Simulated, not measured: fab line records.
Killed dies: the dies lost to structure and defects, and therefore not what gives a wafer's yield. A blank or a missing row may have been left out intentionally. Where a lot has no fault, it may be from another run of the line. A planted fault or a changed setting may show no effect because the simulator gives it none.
Struck lot and sound lot, side by side -- flow n5Finfet -- 37 out of 1938 route steps
Sound: the wafers L585.1, L585.2, L585.4. Wafers struck: L597.1, L597.3, L597.4. The cause is named last.
Each step with rows lists, per side, the tool, then ch with its chambers, then its first start. Under that, the readings that differ: sound wafers -- struck wafers -- difference of the means -- sigmas: that difference in standard deviations of wafers without a fault.
alike: same words and numbers on both sides, and readings whose means sit less than 2 such deviations apart. not compared: any withheld reading, any reading some wafer has no value for, any bound like >300 that may hide the same value, and any number with overlapping values for which the record gives no deviation.
The two part at a step that has a row with sigmas, a row that says differs or no value, or rows on one side only. Non-overlapping numbers with no deviation appear without sigmas and do not part them. A reading missing from all wafers of one side parts the sides only when that side holds two or more wafers.

first, 10 steps without rows for these wafers: N5_BEOL_M5_ILD_DEP_00 (deposits SiCOH lowk from DEMS/porogen, target thk 140.64 nm, time 25.9 s); N5_BEOL_M5_CURE_79 (cures SiCOH lowk, time 240 s); N5_BEOL_M5_PECVD_70 (deposits SiO2 from TEOS/O2, target thk 16 nm, time 18 s); N5_BEOL_M5_HM_DEP_02 (deposits TiN, target thk 20 nm); N5_BEOL_M5_COAT_59 (time 60 s, resist thk 60 nm); N5_BEOL_M5_COAT_60 (time 60 s, resist thk 12 nm); N5_BEOL_M5_COAT_71 (time 60 s, resist thk 5 nm); N5_BEOL_M5_COAT_05 (resist thk 30 nm); N5_BEOL_M5_EBR_07; N5_BEOL_M5_SOFTBAKE_06 (time 60 s).
N5_BEOL_M5_EXPOSE_08: exposes mask M5, target cd 28 nm.
  sound on euvScanner-01 ch 0, day 8 10:31; struck on euvScanner-01 ch 0, day 11 14:59
reading,sound,struck,difference,sigmas
exposureDoseMJCm2,35.71 35.65 35.64,33.98 33.94 33.98,-1.70,-35
  alike: mask
then, 2 steps without rows for these wafers: N5_BEOL_M5_PEB_09 (peb time 60 s); N5_BEOL_M5_DEVELOP_10 (develop time 30 s).
N5_BEOL_M5_CD_MEAS_11 targets a cd of 27.74 nm.
  sound on cdSem-03 ch 0, day 8 10:39; struck on cdSem-01 ch 0, day 11 15:07
reading,sound,struck,difference,sigmas
cdNm (nm),28.06 28.42 27.90,26.54 26.74 26.58,-1.51,-6
N5_BEOL_M5_DESCUM_16: chemistry O2, time 7 s.
  sound on rieDiel-02 ch 0,1,3, day 8 10:46; struck on rieDiel-02 ch 0,2,3, day 11 15:14
reading,sound,struck,difference,sigmas
model.BEOL_M5.cdNm (nm),28.4 28.2 28,26.8 27 26.8,-1.3,
  alike: drypumpMotorCurrentA, oesProductAu, rfVppV, showerheadPlenumPTorr, throttleValvePct
  not compared: rfHoursCounterH
then, 8 steps without rows for these wafers: N5_BEOL_M5_ETCH_72 (etches underlayer in N2/H2, target depth 6.5 nm, time 5.2 s); N5_BEOL_M5_ETCH_61 (etches SiARC in CF4, target depth 15.6 nm, time 26 s); N5_BEOL_M5_ETCH_62 (etches SOC in N2/H2, target depth 75 nm, overetch 15 nm, time 112.5 s); N5_BEOL_M5_STRIP_63 (strips in N2/H2); N5_BEOL_M5_STRIP_73 (strips in N2/H2); N5_BEOL_M5_STRIP_64 (strips in CF4); N5_BEOL_M5_HM_OPEN_17 (chemistry Cl2/BCl3, target TiN, target depth 20 nm, overetch 6 nm); N5_BEOL_M5_STRIP_19 (strips in O2).
N5_BEOL_M5_CD_MEAS_18: pitch 56 nm, target cd 28 nm.
  sound on cdSem-03, day 8 11:12; struck on cdSem-01, day 11 15:48
reading,sound,struck,difference,sigmas
cdNm (nm),28.2 27.0 27.6,26.7 26.6 26.6,-1.0,-3
then, 11 steps without rows for these wafers: N5_BEOL_M5_COAT_65 (time 60 s, resist thk 60 nm); N5_BEOL_M5_COAT_66 (time 60 s, resist thk 12 nm); N5_BEOL_M5_COAT_74 (time 60 s, resist thk 5 nm); N5_BEOL_M5_COAT_22 (resist thk 30 nm); N5_BEOL_M5_EBR_24; N5_BEOL_M5_SOFTBAKE_23 (time 60 s); N5_BEOL_M5_EXPOSE_25 (exposes mask V4, defocus 10 nm); N5_BEOL_M5_PEB_26 (peb time 60 s); N5_BEOL_M5_DEVELOP_27 (develop time 30 s); N5_BEOL_M5_DESCUM_33 (chemistry O2, time 7 s); N5_BEOL_M5_ETCH_75 (etches underlayer in N2/H2, target depth 6.5 nm, time 5.2 s).
N5_BEOL_M5_ETCH_41: etches SiCN in CH3F/O2, target depth 31.5 nm, time 56.7 s.
  sound: rieDiel-02 ch 1,3; struck: rieDiel-03 ch 0,1,2
reading,sound,struck,difference,sigmas
model.BEOL_M5.cdNm (nm),28 27.2 27.6,26.6 26.8 26.6,-0.9,
  alike: drypumpMotorCurrentA, oesProductAu, rfVppV, showerheadPlenumPTorr, throttleValvePct
  not compared: rfHoursCounterH
then, 1 step without rows for these wafers: N5_PASSIVATION_PROBE_49.

## WHERE THEY PART
Earliest at N5_BEOL_M5_EXPOSE_08; latest, in this record, at N5_BEOL_M5_CD_MEAS_18. Later steps at which nothing parts them and some readings are alike: N5_BEOL_M5_ETCH_41.

WHY: what the simulator had put in
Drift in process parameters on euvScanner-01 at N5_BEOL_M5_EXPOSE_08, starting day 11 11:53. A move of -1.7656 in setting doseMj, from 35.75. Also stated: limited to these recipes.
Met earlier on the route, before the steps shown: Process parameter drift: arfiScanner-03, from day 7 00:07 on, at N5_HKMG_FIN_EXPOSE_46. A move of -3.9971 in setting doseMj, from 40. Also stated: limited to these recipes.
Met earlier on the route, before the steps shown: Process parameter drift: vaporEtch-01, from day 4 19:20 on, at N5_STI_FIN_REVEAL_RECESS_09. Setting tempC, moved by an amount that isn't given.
